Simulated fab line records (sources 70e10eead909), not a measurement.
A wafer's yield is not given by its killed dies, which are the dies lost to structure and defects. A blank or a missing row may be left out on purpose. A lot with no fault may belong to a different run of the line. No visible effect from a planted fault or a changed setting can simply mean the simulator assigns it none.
Problem report, 8D (eight disciplines) form, completed by code | flow nand-harc | the parts of the form that need people (team, actions taken, sign-off) are left out

## 1. WHAT WENT WRONG
At NHARC_A_CHANNEL_FILL_D1_ETCHBACK_08, run-length-s averages 194.7 s over 6 wafers from 2 lots, while fault-free wafers read 131.4 s, standard deviation 0.41. So: +99 or more standard deviations from the usual mean.
The step: etches the open film in C4F8, target depth 220 nm, time 110 s.
The first sign was on wafer L747.2 at day 19 01:32, on rie-diel-07. At this step, 39 wafers from 13 lots have a number in the record. Rule for "out", or "out of limits": more than 4 standard deviations from the usual mean. All remaining wafers that have a number are taken as sound.

## 2. WHAT IT IS, AND WHAT IT ISN'T
question                    | is                     | is not
which readings at this step | run-length-s           | chamber-pressure-mTorr, oes-product-au, rf-vpp-V
which lots                  | L747, L748             | L727, L728, L729, L733, L734, L735, L736, L737, L738, L744, L750
which wafers of those lots  | all that have a number | -
read on which tools         | rie-diel-07            | rie-diel-10, rie-diel-11
when                        | from day 19 01:32      | up to then (30 sound wafers); but 3 sound wafers of L750 came after

## 3. SUSPECTS, AND WHAT RULES EACH OUT
Counting: a tool at a process step up to the reading stays a suspect if it ran every lot that is out and no sound lot after the first of them.
- ald-sin-batch-02 at NHARC_A_CHANNEL_FILL_D1_ALD_15 (deposits SiNx, target thk 2 nm, pulse time 60 s, ald cycles 19): ruled out as a lasting fault. The sound lots L750 went through it after L747, its earliest lot that is out (day 18 21:49). Because NHARC_A_CHANNEL_FILL_D1_ALD_15 lacks a start for some lots, the hours and order of its lots are taken from NHARC_A_CHANNEL_FILL_D1_ALD_25.
- rie-diel-07 at NHARC_A_CHANNEL_FILL_D1_ETCHBACK_08 (etches the open film in C4F8, target depth 220 nm, time 110 s): kept. It processed each lot that is out, first L747 at day 19 01:32, and no sound lot thereafter; up to then, the last sound lot it processed was L737 at day 15 00:46. On those wafers its own readings are out: run-length-s.
Left after counting: rie-diel-07 at NHARC_A_CHANNEL_FILL_D1_ETCHBACK_08.

## 4. THE CAUSE (what the simulator had put in)
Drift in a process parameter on rie-diel-07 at NHARC_A_CHANNEL_FILL_D1_ETCHBACK_08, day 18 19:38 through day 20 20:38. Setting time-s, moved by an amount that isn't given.
The count eliminated every tool but this one.

## 5. SEQUENCE OF EFFECTS, ordered by route
Each row: a reading whose mean over the struck wafers that have a number lies more than 3 standard deviations from the usual. Only readings whose record carries a usual standard deviation are examined. hours: median over the lots of the time between each lot's start at the first step of this table that gives one and its start at this step. sigmas: the change, counted in usual standard deviations.
hours | step                                | reading      | usual   | on struck wafers | change | sigmas
0     | NHARC_A_CHANNEL_FILL_D1_ETCHBACK_08 | run-length-s | 131.4 s | 194.7            | +63.3  | +99 or more
It contains these process steps:
- NHARC_A_CHANNEL_FILL_D1_ETCHBACK_08: etches the open film in C4F8, target depth 220 nm, time 110 s.

## 6. HOW IT WOULD HAVE BEEN CAUGHT EARLIER
In this record the first reading out of limits was taken at day 19 01:32, 6 hours after the fault began at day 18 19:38.
